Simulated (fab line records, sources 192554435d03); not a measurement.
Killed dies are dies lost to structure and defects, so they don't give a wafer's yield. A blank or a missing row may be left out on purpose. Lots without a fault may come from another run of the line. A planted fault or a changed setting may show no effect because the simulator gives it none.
Split-lot experiment | flow n5_finfet | 7 lots, 39 wafers read, on a route of 1938 steps

THE SPLIT
At N5_MOL_CONTACT_COAG_SPUTTER_143 (material Co, target thk 2.5 nm), the setting target_thk_a was moved away from the recipe's 25 angstrom on 15 of the 39 wafers read, by -9.8% to +13.3%. The other wafers ran this setting at the recipe's value.

The reading is taken at the split's own step.

THE READING
Co_of_MOL_CONTACT_COAG_SPUTTER_143.thk_nm (the simulator's own value, which no gauge read), in nm, at N5_MOL_CONTACT_COAG_SPUTTER_143 (material Co, target thk 2.5 nm). The file gives no usual value for it. The 24 wafers here that ran the recipe average 2.5 nm, standard deviation 0.094 nm.

wafer  | tool, chamber at the split | target_thk_a as run, angstrom | against the recipe | Co_of_MOL_CONTACT_COAG_SPUTTER_143.thk_nm, nm | against lot-mates on the recipe
L074.1 | pvd_sputter-02, -          | 25                            | recipe             | 2.4                                           | -
L074.4 | pvd_sputter-02, -          | 25                            | recipe             | 2.4                                           | -
L074.6 | pvd_sputter-02, -          | 25                            | recipe             | 2.4                                           | -
L078.1 | pvd_sputter-03, -          | 26.91                         | +7.6%              | 2.6                                           | +0.2
L078.3 | pvd_sputter-03, -          | 26.91                         | +7.6%              | 2.6                                           | +0.2
L078.4 | pvd_sputter-03, -          | 26.91                         | +7.6%              | 2.6                                           | +0.2
L078.2 | pvd_sputter-03, -          | 25                            | recipe             | 2.4                                           | -
L078.5 | pvd_sputter-03, -          | 25                            | recipe             | 2.4                                           | -
L078.6 | pvd_sputter-03, -          | 25                            | recipe             | 2.4                                           | -
L079.1 | pvd_sputter-03, -          | 25                            | recipe             | 2.6                                           | -
L079.3 | pvd_sputter-03, -          | 25                            | recipe             | 2.6                                           | -
L079.2 | pvd_sputter-03, -          | 25                            | recipe             | 2.4                                           | -
L079.4 | pvd_sputter-03, -          | 25                            | recipe             | 2.4                                           | -
L079.5 | pvd_sputter-03, -          | 25                            | recipe             | 2.4                                           | -
L079.6 | pvd_sputter-03, -          | 25                            | recipe             | 2.4                                           | -
L082.1 | pvd_sputter-01, -          | 25                            | recipe             | 2.4                                           | -
L082.4 | pvd_sputter-01, -          | 25                            | recipe             | 2.4                                           | -
L082.5 | pvd_sputter-01, -          | 25                            | recipe             | 2.4                                           | -
L082.2 | pvd_sputter-01, -          | 22.61                         | -9.6%              | 2.2                                           | -0.2
L082.3 | pvd_sputter-01, -          | 22.61                         | -9.6%              | 2.2                                           | -0.2
L082.6 | pvd_sputter-01, -          | 22.61                         | -9.6%              | 2.2                                           | -0.2
L091.1 | pvd_sputter-01, -          | 28.33                         | +13.3%             | 2.8                                           | +0.4
L091.3 | pvd_sputter-01, -          | 28.33                         | +13.3%             | 2.8                                           | +0.4
L091.5 | pvd_sputter-01, -          | 28.33                         | +13.3%             | 2.8                                           | +0.4
L091.2 | pvd_sputter-01, -          | 25                            | recipe             | 2.4                                           | -
L091.4 | pvd_sputter-01, -          | 25                            | recipe             | 2.4                                           | -
L091.6 | pvd_sputter-01, -          | 25                            | recipe             | 2.4                                           | -
L094.1 | pvd_sputter-02, -          | 25                            | recipe             | 2.6                                           | -
L094.2 | pvd_sputter-02, -          | 25                            | recipe             | 2.6                                           | -
L094.6 | pvd_sputter-02, -          | 25                            | recipe             | 2.6                                           | -
L094.3 | pvd_sputter-02, -          | 27.82                         | +11.3%             | 2.8                                           | +0.2
L094.4 | pvd_sputter-02, -          | 27.82                         | +11.3%             | 2.8                                           | +0.2
L094.5 | pvd_sputter-02, -          | 27.82                         | +11.3%             | 2.8                                           | +0.2
L095.1 | pvd_sputter-02, -          | 25                            | recipe             | 2.6                                           | -
L095.5 | pvd_sputter-02, -          | 25                            | recipe             | 2.6                                           | -
L095.6 | pvd_sputter-02, -          | 25                            | recipe             | 2.6                                           | -
L095.2 | pvd_sputter-02, -          | 22.54                         | -9.8%              | 2.2                                           | -0.4
L095.4 | pvd_sputter-02, -          | 22.54                         | -9.8%              | 2.2                                           | -0.4
L095.3 | pvd_sputter-02, -          | 22.54                         | -9.8%              | 2.4                                           | -0.2

THE FIT
A straight line over all 39 wafers: Co_of_MOL_CONTACT_COAG_SPUTTER_143.thk_nm changes by +0.0249 nm for each +1% of target_thk_a; r = +0.89; the points scatter about the line by 0.085 nm.
The same after taking each lot's own level away (the mean of its wafers on the recipe; 39 wafers): +0.0261 nm for each +1%; r = +0.94; scatter 0.061 nm.
On that fit, the largest move of target_thk_a shifts the reading by 0.35 nm.
The lots' own levels span 2.40 to 2.60 nm, that is 2.1 times the standard deviation above.
So the lot-to-lot level changes the slope little: the two slopes agree.
Check: with one of the wafers moved furthest among these (+13.3%) left out of the fit, the line predicts +0.334 nm for it against its lot-mates. It came out at +0.4 nm against them.

OTHER SPLITS ON THESE WAFERS
These wafers also went through other splits before the reading. Each is held against what the fit with the lots' levels taken away leaves over:
other split on the same wafers       | wafers away from the commonest value | r with Co_of_MOL_CONTACT_COAG_SPUTTER_143.thk_nm (lot level and that fit taken away)
N5_FIN_CUT_ETCH_21 time_s            | 15                                   | +0.09
N5_DUMMY_GATE_EXPOSE_12 dose_mj      | 12                                   | -0.14
N5_DUMMY_GATE_ETCH_31 target_depth_a | 15                                   | -0.30
N5_DUMMY_GATE_ETCH_32 time_s         | 9                                    | +0.17

THE FILE'S OWN FIT
Co_of_MOL_CONTACT_COAG_SPUTTER_143.thk_nm changes by +0.0259 nm for each +1% of target_thk_a, r = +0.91.
